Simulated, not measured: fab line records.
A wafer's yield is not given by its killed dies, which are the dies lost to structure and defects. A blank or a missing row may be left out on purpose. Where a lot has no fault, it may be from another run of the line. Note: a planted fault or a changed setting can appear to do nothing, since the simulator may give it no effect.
Chamber matching ; flow nand_harc ; ald_hk-02 running NHARC_A_CHANNEL_FILL_D2_ALD_14: 4 sister chambers
The step deposits SiO2, target thk 2.5 nm, pulse time 10 s, ald cycles 25. 18 wafers are shown with their chamber, then 9 later ones without.

EACH WAFER AND ITS CHAMBER
wafer;chamber;heater_power_w (W);susceptor_temp_C (C);precursor_pulse_height_rel
L080.1;3;448;299.82;1.003
L080.2;1;441;300.03;0.935
L080.6;2;534;300.21;1.014
L081.1;1;448;299.99;1.019
L081.4;2;559;299.96;1.019
L081.5;2;576;299.56;0.997
L083.3;2;555;299.93;0.974
L083.4;1;454;299.78;0.995
L083.6;2;554;300.20;1.028
L084.1;2;569;299.74;0.973
L084.4;1;446;299.92;1.003
L084.5;2;561;299.71;0.967
L088.2;1;459;300.42;0.999
L088.5;1;457;300.29;1.038
L088.6;2;573;299.85;1.016
L089.2;0;445;299.79;0.992
L089.4;3;459;300.33;0.982
L089.5;1;470;299.99;0.999

SIGNATURES (means of the wafers above)
reading;chamber 0;chamber 1;chamber 2;chamber 3;scatter within a chamber
heater_power_w;445.00;453.57;560.12;453.50;11.5
susceptor_temp_C;299.7900;300.0600;299.8950;300.0750;0.238
precursor_pulse_height_rel;0.99200;0.99829;0.99850;0.99250;0.0272
Rule: distance of a wafer from a chamber = root of the sum over the readings of ((wafer's reading minus chamber's mean) / reading's scatter) squared. If the next closest chamber is less than 2 further off than the closest, the wafer can't be placed; otherwise it belongs to the closest. How the scatter is found: for the shown wafers, subtract from each reading the mean of its chamber, square and add these, divide the total by (wafers less chambers), then take the root.

WAFERS WITHOUT THEIR CHAMBER
wafer;heater_power_w (W);susceptor_temp_C (C);precursor_pulse_height_rel
L091.2;440;300.13;1.004
L091.3;447;300.04;1.017
L091.4;454;300.16;1.020
L094.1;458;300.21;1.029
L094.2;447;300.12;1.020
L094.3;563;300.10;0.985
L096.1;451;300.04;1.004
L096.4;445;300.11;1.006
L096.6;457;299.94;1.037

THE CHAMBER EACH PASSED THROUGH
wafer;from the rows above;in truth
L091.2;can't be placed: 1 or 3 or 0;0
L091.3;can't be placed: 1 or 3 or 0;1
L091.4;can't be placed: 1 or 3 or 0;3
L094.1;can't be placed: 1 or 3 or 0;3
L094.2;can't be placed: 1 or 3 or 0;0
L094.3;2;2
L096.1;can't be placed: 1 or 3 or 0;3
L096.4;can't be placed: 1 or 3 or 0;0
L096.6;can't be placed: 1 or 3 or 0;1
Placed correctly: 1 of 9. Can't be placed from these rows: 8 (the true chamber is among the candidates in 8). Placed wrongly: 0.
